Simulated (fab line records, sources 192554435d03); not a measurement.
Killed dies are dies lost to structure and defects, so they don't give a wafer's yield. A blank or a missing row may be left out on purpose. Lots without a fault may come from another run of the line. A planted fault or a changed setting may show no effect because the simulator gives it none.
Which tool did it? | flow n5_finfet | 10 lots, 25 wafers sampled, at 5 steps of a route of 1938

WHAT THE GAUGES READ, wafer by wafer
N5_BEOL_M4_RC_MEAS_101.
lot  | measured     | on        | DIBL_N (mV/V)  | DIBL_P (mV/V)  | IOFF_N (nA/um) | IOFF_P (nA/um) | ION_N (uA/um) | ION_P (uA/um) | SS_N (mV/dec)  | SS_P (mV/dec)  | VT_N (mV)   | VT_P (mV)
L291 | day 8 15:29  | prober-01 | 40.4 39.9 40.9 | 40.0 40.6 40.4 | 0.26 0.26 0.29 | 0.29 0.30 0.29 | 687 703 703   | 462 478 477   | 72.7 72.6 72.7 | 74.0 74.3 73.8 | 244 241 242 | -246 -244 -245
L295 | day 9 14:20  | prober-01 | 34.9 33.2      | 34.5 32.8      | 0.15 0.12      | 0.22 0.19      | 683 672       | 473 470       | 70.9 70.8      | 72.8 72.7      | 246 253     | -246 -249
L296 | day 9 22:33  | prober-02 | 39.4 40.5      | 39.4 39.7      | 0.21 0.26      | 0.22 0.24      | 690 688       | 463 460       | 72.2 72.3      | 74.4 74.2      | 246 244     | -253 -250
L299 | day 10 12:43 | prober-02 | 36.1 36.9 37.1 | 35.7 35.5 34.7 | 0.15 0.17 0.17 | 0.18 0.18 0.16 | 656 689 647   | 448 466 437   | 71.1 71.6 73.2 | 72.7 73.2 72.6 | 253 248 253 | -253 -249 -255
L302 | day 11 05:46 | prober-02 | 37.5 36.7 34.2 | 38.0 38.0 35.2 | 0.18 0.15 0.12 | 0.22 0.22 0.18 | 675 657 660   | 463 458 461   | 72.5 72.2 70.7 | 73.7 73.2 72.0 | 247 250 252 | -249 -250 -252
L303 | day 11 21:28 | prober-02 | 37.7 37.3 36.7 | 38.0 37.2 37.9 | 0.21 0.17 0.19 | 0.27 0.24 0.27 | 713 676 686   | 486 465 475   | 71.9 72.1 71.2 | 74.5 73.3 73.4 | 244 251 244 | -244 -246 -245
L306 | day 12 09:54 | prober-01 | 33.5 36.1      | 33.8 36.4      | 0.12 0.16      | 0.17 0.22      | 658 679       | 456 466       | 70.8 71.5      | 71.8 73.1      | 251 250     | -252 -250
L307 | day 12 23:11 | prober-01 | 36.6 34.8      | 38.3 35.2      | 0.16 0.13      | 0.25 0.19      | 679 661       | 473 459       | 73.0 71.9      | 73.3 73.0      | 248 253     | -247 -253
L310 | day 13 21:49 | prober-01 | 40.5 39.5 38.0 | 41.1 40.5 36.5 | 0.25 0.24 0.18 | 0.29 0.27 0.21 | 671 674 674   | 459 458 455   | 72.9 72.5 72.3 | 75.4 74.9 74.3 | 244 243 248 | -249 -250 -253
L311 | day 13 22:28 | prober-02 | 39.1 38.9      | 40.3 37.9      | 0.23 0.22      | 0.30 0.25      | 704 683       | 479 468       | 72.8 72.8      | 74.6 73.7      | 243 246     | -245 -244

WHICH TOOL RAN EACH LOT (tool, then ch and the chambers of the sampled wafers, then the start)
lot  | N5_FIN_CUT_ETCH_20                | N5_FIN_CUT_ETCH_21                | N5_FIN_CUT_STRIP_24               | N5_FIN_CUT_CUT_ETCH_26
L291 | rie_diel-06 ch 0,1,2, day 2 21:42 | rie_diel-06 ch 0,1,2, day 2 21:44 | rie_diel-06 ch 0,1,2, day 2 22:04 | rie_diel-06 ch 0,1,2, day 2 22:05
L295 | rie_diel-04 ch 0,3, day 3 21:56   | rie_diel-04 ch 0,3, day 3 22:06   | rie_diel-04 ch 0,3, day 3 22:17   | rie_diel-04 ch 0,3, day 3 22:19
L296 | rie_diel-06 ch 1,2, day 4 02:32   | rie_diel-06 ch 1,2, day 4 02:34   | rie_diel-06 ch 1,2, day 4 02:54   | rie_diel-06 ch 1,2, day 4 02:55
L299 | rie_diel-05 ch 0,2,3, day 4 20:43 | rie_diel-05 ch 0,2,3, day 4 20:44 | rie_diel-05 ch 0,2,3, day 4 21:04 | rie_diel-05 ch 0,2,3, day 4 21:05
L302 | rie_diel-06 ch 0,2, day 5 13:58   | rie_diel-06 ch 0,2, day 5 14:00   | rie_diel-06 ch 0,2, day 5 14:20   | rie_diel-06 ch 0,2, day 5 14:21
L303 | rie_diel-05 ch 0,1,2, day 5 22:10 | rie_diel-05 ch 0,1,2, day 5 22:12 | rie_diel-05 ch 0,1,2, day 5 22:32 | rie_diel-05 ch 0,1,2, day 5 22:33
L306 | rie_diel-06 ch 1,2, day 6 15:38   | rie_diel-06 ch 1,2, day 6 15:40   | rie_diel-06 ch 1,2, day 6 15:59   | rie_diel-06 ch 1,2, day 6 16:01
L307 | rie_diel-06 ch 1,3, day 6 21:13   | rie_diel-06 ch 1,3, day 6 21:15   | rie_diel-06 ch 1,3, day 6 21:34   | rie_diel-06 ch 1,3, day 6 21:35
L310 | rie_diel-04 ch 0,1,2, day 7 15:22 | rie_diel-04 ch 0,1,2, day 7 15:25 | rie_diel-04 ch 0,1,2, day 7 15:44 | rie_diel-04 ch 0,1,2, day 7 15:45
L311 | rie_diel-06 ch 2,3, day 7 21:14   | rie_diel-06 ch 2,3, day 7 21:16   | rie_diel-06 ch 2,3, day 7 21:35   | rie_diel-06 ch 2,3, day 7 21:37
- N5_FIN_CUT_ETCH_20: etches SiARC in CF4, target depth 26 nm, time 43.3 s.
- N5_FIN_CUT_ETCH_21: etches SOC in N2/H2, target depth 219 nm, overetch 43.8 nm, time 523.5 s.
- N5_FIN_CUT_STRIP_24: strips in CF4.
- N5_FIN_CUT_CUT_ETCH_26: etches SiNx in CH3F/O2, target depth 39 nm, time 55.7 s.

WHAT THE TOOLS THEMSELVES READ (means of the sampled wafers that have a number; where no wafer has one, the mark that the record gives instead)
N5_FIN_CUT_ETCH_20.
lot  | tool        | chamber_pressure_mTorr (mTorr) | drypump_motor_current_A (A) | etch_rf_on_time_s (s) | oes_product_au (a.u.) | rf_vpp_V (V) | showerhead_plenum_p_Torr (Torr) | throttle_valve_pct (%)
L291 | rie_diel-06 | 39.97                          | 5.6                         | 43.7                  | 0.63                  | 183.0        | 2.08                            | 15.88
L295 | rie_diel-04 | 40.02                          | 5.2                         | 43.5                  | 0.59                  | 183.7        | 2.12                            | 15.93
L296 | rie_diel-06 | 40.00                          | 5.9                         | 44.5                  | 0.63                  | 181.8        | 2.06                            | 15.90
L299 | rie_diel-05 | 40.02                          | 5.5                         | 43.5                  | 0.67                  | 184.1        | 2.15                            | 15.61
L302 | rie_diel-06 | 39.97                          | 5.2                         | 44.9                  | 0.62                  | 183.9        | 2.11                            | 15.92
L303 | rie_diel-05 | 39.99                          | 5.6                         | 42.6                  | 0.72                  | 183.4        | 2.13                            | 15.54
L306 | rie_diel-06 | 39.98                          | 5.9                         | 44.9                  | 0.71                  | 184.0        | 2.18                            | 15.68
L307 | rie_diel-06 | 39.98                          | 5.5                         | 45.0                  | 0.76                  | 185.9        | 2.18                            | 15.29
L310 | rie_diel-04 | 39.99                          | 5.4                         | 44.1                  | 0.73                  | 183.8        | 2.13                            | 15.67
L311 | rie_diel-06 | 40.03                          | 5.2                         | 45.0                  | 0.71                  | 183.3        | 2.09                            | 15.55

N5_FIN_CUT_ETCH_21.
lot  | tool        | chamber_pressure_mTorr (mTorr) | drypump_motor_current_A (A) | oes_product_au (a.u.) | rf_vpp_V (V) | run_length_s (s) | showerhead_plenum_p_Torr (Torr) | throttle_valve_pct (%)
L291 | rie_diel-06 | 30.009                         | 5.6                         | 0.68                  | 240.4        | 546.6            | 2.47                            | 18.12
L295 | rie_diel-04 | 30.002                         | 5.2                         | 0.64                  | 240.6        | 546.8            | 2.50                            | 18.00
L296 | rie_diel-06 | 29.998                         | 5.9                         | 0.69                  | 239.3        | 546.5            | 2.43                            | 18.02
L299 | rie_diel-05 | 30.002                         | 5.6                         | 0.73                  | 241.2        | 546.4            | 2.56                            | 17.83
L302 | rie_diel-06 | 29.991                         | 5.2                         | 0.69                  | 240.3        | 547.3            | 2.51                            | 18.29
L303 | rie_diel-05 | 29.996                         | 5.6                         | 0.76                  | 239.4        | 546.6            | 2.54                            | 17.77
L306 | rie_diel-06 | 29.998                         | 5.9                         | 0.79                  | 240.7        | 546.6            | 2.58                            | 17.80
L307 | rie_diel-06 | 30.000                         | 5.5                         | 0.83                  | 241.4        | 546.5            | 2.60                            | 17.54
L310 | rie_diel-04 | 29.967                         | 5.4                         | 0.79                  | 240.0        | 546.7            | 2.54                            | 17.92
L311 | rie_diel-06 | 30.038                         | 5.2                         | 0.76                  | 240.8        | 546.9            | 2.48                            | 17.84

N5_FIN_CUT_STRIP_24.
lot  | tool        | chamber_pressure_mTorr (mTorr) | drypump_motor_current_A (A) | oes_product_au (a.u.) | rf_vpp_V (V) | showerhead_plenum_p_Torr (Torr) | throttle_valve_pct (%)
L291 | rie_diel-06 | 50.01                          | 5.7                         | 0.74                  | 270.7        | 1.75                            | 13.87
L295 | rie_diel-04 | 50.01                          | 5.2                         | 0.69                  | 269.6        | 1.77                            | 13.92
L296 | rie_diel-06 | 50.05                          | 5.9                         | 0.74                  | 270.6        | 1.73                            | 13.89
L299 | rie_diel-05 | 50.02                          | 5.6                         | 0.78                  | 271.1        | 1.80                            | 13.55
L302 | rie_diel-06 | 50.01                          | 5.2                         | 0.74                  | 270.2        | 1.77                            | 13.89
L303 | rie_diel-05 | 50.00                          | 5.6                         | 0.82                  | 271.0        | 1.78                            | 13.51
L306 | rie_diel-06 | 50.07                          | 5.9                         | 0.84                  | 271.1        | 1.83                            | 13.64
L307 | rie_diel-06 | 50.11                          | 5.5                         | 0.90                  | 272.9        | 1.82                            | 13.25
L310 | rie_diel-04 | 49.99                          | 5.4                         | 0.85                  | 271.5        | 1.78                            | 13.60
L311 | rie_diel-06 | 49.98                          | 5.2                         | 0.82                  | 270.3        | 1.75                            | 13.50

N5_FIN_CUT_CUT_ETCH_26.
lot  | tool        | O2_flow_sccm (sccm) | chamber_pressure_mTorr (mTorr) | drypump_motor_current_A (A) | oes_product_au (a.u.) | rf_vpp_V (V) | run_length_s (s) | showerhead_plenum_p_Torr (Torr) | throttle_valve_pct (%)
L291 | rie_diel-06 | 19.97               | 29.993                         | 5.6                         | 0.74                  | 301          | 78.9             | 1.94                            | 16.62
L295 | rie_diel-04 | 20.02               | 29.987                         | 5.2                         | 0.69                  | 294          | 79.2             | 1.98                            | 16.65
L296 | rie_diel-06 | 20.01               | 29.998                         | 5.9                         | 0.74                  | 302          | 78.6             | 1.92                            | 16.61
L299 | rie_diel-05 | 20.02               | 30.014                         | 5.5                         | 0.80                  | 299          | 78.5             | 2.02                            | 16.40
L302 | rie_diel-06 | 20.00               | 30.010                         | 5.2                         | 0.73                  | 300          | 79.2             | 1.97                            | 16.67
L303 | rie_diel-05 | 20.01               | 30.011                         | 5.6                         | 0.83                  | 291          | 78.7             | 1.99                            | 16.29
L306 | rie_diel-06 | 19.97               | 29.977                         | 5.9                         | 0.84                  | 302          | 80.7             | 2.03                            | 16.37
L307 | rie_diel-06 | 19.95               | 29.985                         | 5.5                         | 0.90                  | 296          | 80.3             | 2.04                            | 16.04
L310 | rie_diel-04 | 20.03               | 29.991                         | 5.4                         | 0.85                  | 301          | 79.2             | 2.00                            | 16.46
L311 | rie_diel-06 | 20.03               | 29.996                         | 5.2                         | 0.82                  | 294          | 82.4             | 1.94                            | 16.30

THE ANSWER, worked out from the rows above alone
Rule: what is usual is taken from the lots themselves. Put in order of their means at a reading, lots are off if they are a third of the lots or fewer, leave a main group of 4 or more, and stand apart from it by a gap of 3 or more times the standard deviation of the main group's means; of several such gaps the widest counts. A main group whose means are all the same, to the digits that the tables above print for the reading, isn't used. A lot without any number at a reading at which 4 lots or more have one is off too. The other lots that the step has rows for count as sound. The gauges are gone through in route order, then the tools' own readings, and for those a lot's mean is taken as printed above. The first step at which some lot is off is used, and at that step the reading that is off furthest; a lot without a number counts as furthest.
Off: L306, L307, L311, at N5_FIN_CUT_CUT_ETCH_26 (run_length_s). The main group: mean 78.9 s, standard deviation 0.28.
A tool fits if, at that step or a process step before it, it ran every lot that is off, and no sound lot after the first of them. One fits: rie_diel-06 at N5_FIN_CUT_ETCH_20 and N5_FIN_CUT_ETCH_21 and N5_FIN_CUT_STRIP_24 and N5_FIN_CUT_CUT_ETCH_26. At N5_FIN_CUT_ETCH_20 its last sound lot is L302 (day 5 13:58), its first lot that is off L306 (day 6 15:38): a fault that began between those two fits.

WHAT THE SIMULATOR HAD PUT IN
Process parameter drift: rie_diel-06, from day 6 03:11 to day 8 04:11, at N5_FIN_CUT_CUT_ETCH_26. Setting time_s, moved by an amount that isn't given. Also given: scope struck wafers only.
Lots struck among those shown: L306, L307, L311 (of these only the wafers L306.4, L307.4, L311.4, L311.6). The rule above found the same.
